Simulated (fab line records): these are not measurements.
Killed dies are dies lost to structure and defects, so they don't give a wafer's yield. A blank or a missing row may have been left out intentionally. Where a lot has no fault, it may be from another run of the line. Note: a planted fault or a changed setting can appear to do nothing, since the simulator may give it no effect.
Chamber matching / flow n5_finfet / N5_FIN_SAQP_STRIP_55 on rie_diel-03 has 4 sister chambers
The step strips in N2/H2. 4 wafers are shown with their chamber, then 12 later ones without.

WAFERS PAIRED WITH THEIR CHAMBERS
wafer=L085.1; chamber=1; drypump_motor_current_A (A)=5.5
wafer=L085.3; chamber=0; drypump_motor_current_A (A)=5.2
wafer=L085.5; chamber=2; drypump_motor_current_A (A)=5.0
wafer=L085.6; chamber=3; drypump_motor_current_A (A)=5.9

WAFERS WITH NO CHAMBER GIVEN
wafer=L087.2; drypump_motor_current_A (A)=5.5
wafer=L087.3; drypump_motor_current_A (A)=5.0
wafer=L087.5; drypump_motor_current_A (A)=6.0
wafer=L093.3; drypump_motor_current_A (A)=5.0
wafer=L093.4; drypump_motor_current_A (A)=5.5
wafer=L093.6; drypump_motor_current_A (A)=5.0
wafer=L094.1; drypump_motor_current_A (A)=5.0
wafer=L094.5; drypump_motor_current_A (A)=5.0
wafer=L094.6; drypump_motor_current_A (A)=5.5
wafer=L097.1; drypump_motor_current_A (A)=5.2
wafer=L097.2; drypump_motor_current_A (A)=5.5
wafer=L097.3; drypump_motor_current_A (A)=6.0

EACH ONE'S CHAMBER
wafer=L087.2; from the rows above=1; in truth=1
wafer=L087.3; from the rows above=2; in truth=2
wafer=L087.5; from the rows above=3; in truth=3
wafer=L093.3; from the rows above=2; in truth=2
wafer=L093.4; from the rows above=1; in truth=1
wafer=L093.6; from the rows above=2; in truth=2
wafer=L094.1; from the rows above=2; in truth=2
wafer=L094.5; from the rows above=2; in truth=2
wafer=L094.6; from the rows above=1; in truth=1
wafer=L097.1; from the rows above=0; in truth=0
wafer=L097.2; from the rows above=1; in truth=1
wafer=L097.3; from the rows above=3; in truth=3
12 of 12 placed correctly. Number that these rows cannot place: 0. Number placed wrongly: 0.
How it was worked out, from the rows above alone: a wafer's distance from a chamber is the root of the sum, over the readings, of the square of ((its reading less the chamber's mean) divided by the reading's scatter). If the next closest chamber is less than 2 further off than the closest, the wafer can't be placed; otherwise it belongs to the closest. A chamber's mean is the mean of its shown wafers. The scatter: root of mean squared gap, hidden wafer to nearest shown wafer, with one shown wafer a chamber.
